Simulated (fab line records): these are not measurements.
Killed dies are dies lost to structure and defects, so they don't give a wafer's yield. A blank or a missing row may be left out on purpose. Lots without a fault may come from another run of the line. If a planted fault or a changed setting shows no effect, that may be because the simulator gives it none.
Chamber matching :: flow nandHarc :: 4 sister chambers for NHARC_P_ZERO_WELL_DESCUM_13 on rieDiel-04
The step chemistry O2, time 3 s. 4 wafers are shown with their chamber, then 7 later ones without.

## EACH WAFER AND ITS CHAMBER
wafer: L499.4
chamber: 1
showerheadPlenumPTorr (Torr): 2.05

wafer: L503.3
chamber: 3
showerheadPlenumPTorr (Torr): 1.97

wafer: L506.4
chamber: 0
showerheadPlenumPTorr (Torr): 2.06

wafer: L506.5
chamber: 2
showerheadPlenumPTorr (Torr): 1.96

## WAFERS WITHOUT THEIR CHAMBER
wafer: L506.6
showerheadPlenumPTorr (Torr): 2.04

wafer: L512.3
showerheadPlenumPTorr (Torr): 1.96

wafer: L512.5
showerheadPlenumPTorr (Torr): 2.05

wafer: L512.6
showerheadPlenumPTorr (Torr): 1.96

wafer: L514.1
showerheadPlenumPTorr (Torr): 1.96

wafer: L514.2
showerheadPlenumPTorr (Torr): 2.04

wafer: L514.5
showerheadPlenumPTorr (Torr): 1.96

## WHICH CHAMBER EACH WENT THROUGH
wafer: L506.6
from the rows above: can't be placed: 1 or 0
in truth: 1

wafer: L512.3
from the rows above: can't be placed: 2 or 3
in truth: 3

wafer: L512.5
from the rows above: can't be placed: 1 or 0
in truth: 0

wafer: L512.6
from the rows above: can't be placed: 2 or 3
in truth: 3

wafer: L514.1
from the rows above: can't be placed: 2 or 3
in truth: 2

wafer: L514.2
from the rows above: can't be placed: 1 or 0
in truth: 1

wafer: L514.5
from the rows above: can't be placed: 2 or 3
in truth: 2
Correctly placed: 0 of 7. Unplaceable from these rows: 7, with the true chamber sitting among the candidates in 7. Wrongly placed: 0.
How it was worked out, from the rows above alone: a wafer's distance from a chamber is the root of the sum, over the readings, of the square of ((its reading less the chamber's mean) divided by the reading's scatter). The wafer belongs to the nearest chamber; if the next one is less than 2 further off, it can't be placed. Each chamber's mean is taken over the wafers shown for it. The scatter: with one shown wafer a chamber, the root of the mean of the squares of how far each hidden wafer lies from its nearest shown one.
